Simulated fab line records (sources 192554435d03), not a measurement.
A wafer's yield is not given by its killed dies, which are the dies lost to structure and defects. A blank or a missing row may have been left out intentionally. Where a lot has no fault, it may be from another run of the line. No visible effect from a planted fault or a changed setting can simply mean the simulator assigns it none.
The same fault as seen by 2 desks / flow n5 finfet / what lay behind the numbers comes last; until then each desk has only its own

## TOOL OWNER'S DESK, litho track-01
The tool's own readings at N5_BEOL_M1_COAT_61 (time 60 s, resist thk 60 nm): means of the sampled wafers that have a number, for each lot that ran on this tool. The brackets show how far a lot's mean lies from the usual mean; more than 4 standard deviations puts the lot out of limits, marked OUT.
Columns: A = spin speed rpm at N5_BEOL_M1_COAT_61, usual 1499.9 rpm
lot=L637; first seen here=day 7 13:25; A=1499.7
lot=L646; first seen here=day 9 23:04; A=1365.5 (-99 or more) OUT
lot=L647; first seen here=day 10 02:55; A=1364.4 (-99 or more) OUT
lot=L649; first seen here=day 10 14:26; A=1364.7 (-99 or more) OUT
This desk finds L646, L647, L649 out of limits, L646 being first, at day 9 23:04 (spin speed rpm at N5_BEOL_M1_COAT_61). Within limits: L637.

## METROLOGY DESK
What the gauges read, lot by lot, whatever tool the lot ran on: means of the sampled wafers that have a number. The brackets show how far a lot's mean lies from the usual mean; more than 4 standard deviations puts the lot out of limits, marked OUT. 7 of its 10 readings are shown, namely those furthest out on some lot.
Columns: A = DIBL_P at N5_BEOL_M4_RC_MEAS_101, usual 36.2 mV/V; B = IOFF_N at N5_BEOL_M4_RC_MEAS_101, usual 0.16 nA/um; C = IOFF_P at N5_BEOL_M4_RC_MEAS_101, usual 0.21 nA/um; D = ION_N at N5_BEOL_M4_RC_MEAS_101, usual 671 uA/um; E = SS_P at N5_BEOL_M4_RC_MEAS_101, usual 73.4 mV/dec; F = VT_N at N5_BEOL_M4_RC_MEAS_101, usual 251 mV; G = VT_P at N5_BEOL_M4_RC_MEAS_101, usual -250 mV
lot=L637; first seen here=day 10 03:07; A=38.0; B=0.16; C=0.25; D=681; E=74.1; F=250; G=-249
lot=L647; first seen here=day 12 07:10; A=37.4; B=0.18; C=0.23; D=690; E=73.3; F=248; G=-250
lot=L646; first seen here=day 12 11:51; A=39.8; B=0.23; C=0.29; D=686; E=74.0; F=243; G=-245
lot=L649; first seen here=day 12 22:17; A=36.1; B=0.16; C=0.22; D=675; E=73.4; F=250; G=-248
lot=L650; first seen here=day 12 22:54; A=33.6; B=0.12; C=0.18; D=662; E=72.2; F=253; G=-253
Result from this desk: across the 5 lots, nothing is out of limits.

## ALL TOGETHER
At day 9 23:04, on L646, L647, L649, the tool owner's desk was in a position to raise an alarm.
Metrology desk: nothing out of limits seen.
The metrology desk holds a record of L646, L647, L649, inside its limits.
On litho track-01, each named lot ran N5_BEOL_M1_COAT_61.

## WHAT THE SIMULATOR HAD INSERTED
Drift in process parameters on litho track-01 at N5_BEOL_M1_COAT_61, starting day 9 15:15. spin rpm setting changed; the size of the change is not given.
Struck lots among those shown: L646, L647, L649.
Each desk's first reading out of limits, in hours after the fault started: the tool owner's desk, 8.
